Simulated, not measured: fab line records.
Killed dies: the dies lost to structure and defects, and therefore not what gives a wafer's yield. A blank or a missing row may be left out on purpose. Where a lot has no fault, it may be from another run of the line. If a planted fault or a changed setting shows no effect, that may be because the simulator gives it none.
A struck lot beside a sound one / flow n5_finfet / 15 out of 1938 route steps
Sound: these wafers, L502.1, L502.3, L502.4. Wafers struck: L508.3, L508.5, L508.6. Last of all comes the cause.
Each step with rows lists, per side, the tool, then ch with its chambers, then its first start. Under that, the readings that differ: sound wafers / struck wafers / difference of the means / sigmas: that difference in standard deviations of wafers without a fault.
alike: words and numbers the same on both sides, and readings whose means are apart by under 2 such deviations; not compared: readings that were withheld, readings missing a value for some wafer, numbers with overlapping values and no deviation given by the record, and bounds like >300 which may hide the same value.
Wherever a step has rows on one side only, a row that says differs or no value, or a row with sigmas, the two part there. Numbers that have no deviation but don't overlap get no sigmas and don't part them. Lack of a reading on every wafer of one side parts them only where that side has two or more wafers.

first, 4 steps without rows for these wafers: N5_BEOL_M5_HM_STRIP_39 (strips TiN in peroxide tin strip, target depth 25 nm, time 158 s); N5_BEOL_M5_SRD_40 (time 30 s); N5_BEOL_M5_PRECLEAN_42 (cleans in residue remover, time 60 s); N5_BEOL_M5_SRD_43 (time 30 s).
N5_BEOL_M5_CD_MEAS_35: target cd 28 nm, target cd y 24 nm.
  struck on cd_sem-01, day 12 17:20; sound on cd_sem-01, day 10 05:08
  alike: cd_nm
then, 1 step without rows for these wafers: N5_BEOL_M5_CURE_80 (cures SiCOH lowk, time 120 s).
N5_BEOL_M5_DEGAS_44: time 60 s.
  struck on pvd_sputter-03, day 12 17:50; sound on pvd_sputter-01, day 10 05:34
  alike: heater_power_w
then, 1 step without rows for these wafers: N5_BEOL_M5_PRE_CLEAN_45 (time 30 s).
N5_BEOL_M5_ALD_86: deposits TaN, pulse time 2 s, purge time 3 s, co reactant purge time 2 s.
  sound on ald_metal-04 ch 0,1,3, day 10 05:40; struck on ald_metal-03 ch 0,3, day 12 17:56
  alike: heater_power_w
N5_BEOL_M5_SURFACE_TREAT_87:
  struck on pvd_sputter-02, day 12 18:11; sound on pvd_sputter-03, day 10 05:54
  not compared: throttle_valve_pct
then, 1 step without rows for these wafers: N5_BEOL_M5_CVD_47 (deposits Co from CCTBA/H2, target thk 3 nm, time 216 s).
N5_BEOL_M5_SPUTTER_48: material Cu, target thk 15 nm, time 27.62 s.
  struck on pvd_sputter-02, day 12 18:32; sound on pvd_sputter-01, day 10 06:07
  alike: chamber_pressure_pa, throttle_valve_pct
N5_BEOL_M5_ANNEAL_49: time 1800 s.
  struck on pvd_sputter-02, day 12 18:37; sound on pvd_sputter-01, day 10 06:11
  no value came back on the struck wafers for heater_power_w (W), susceptor_temp_C (C); on the sound wafers heater_power_w (W) reads 762 701 861
N5_BEOL_M5_SPUTTER_81: material Cu, target thk 15 nm, time 27.62 s.
  struck on pvd_sputter-02, day 12 19:37; sound on pvd_sputter-01, day 10 07:12
  alike: chamber_pressure_pa, throttle_valve_pct
-- the record jumps here: 4 days lie between the struck wafers' starts before and after (it left off in module BEOL_M5 and takes up again in module PASSIVATION, whose first step shown is number 1936 of the route) --
N5_PASSIVATION_PROBE_49:
  struck on prober-02, day 16 17:13; sound on prober-02, day 14 08:02
  alike: defect_limited_yield, killed_at_M0_to_M3, killed_at_M4_up, killed_at_contacts, killed_at_front_end, killed_at_other, killed_dies, killed_open, killed_short, sort_bin_5_function, sort_bin_6_memory, sort_n_pass, sort_yield_pct

== WHERE THEY PART ==
Only at N5_BEOL_M5_ANNEAL_49, within this record. Later steps at which nothing parts them and some readings are alike: N5_BEOL_M5_SPUTTER_81, N5_PASSIVATION_PROBE_49.

WHY: the cause the simulator had injected
Skipped step whole: pvd_sputter-02, from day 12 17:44 on, at N5_BEOL_M5_ANNEAL_49. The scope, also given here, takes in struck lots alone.
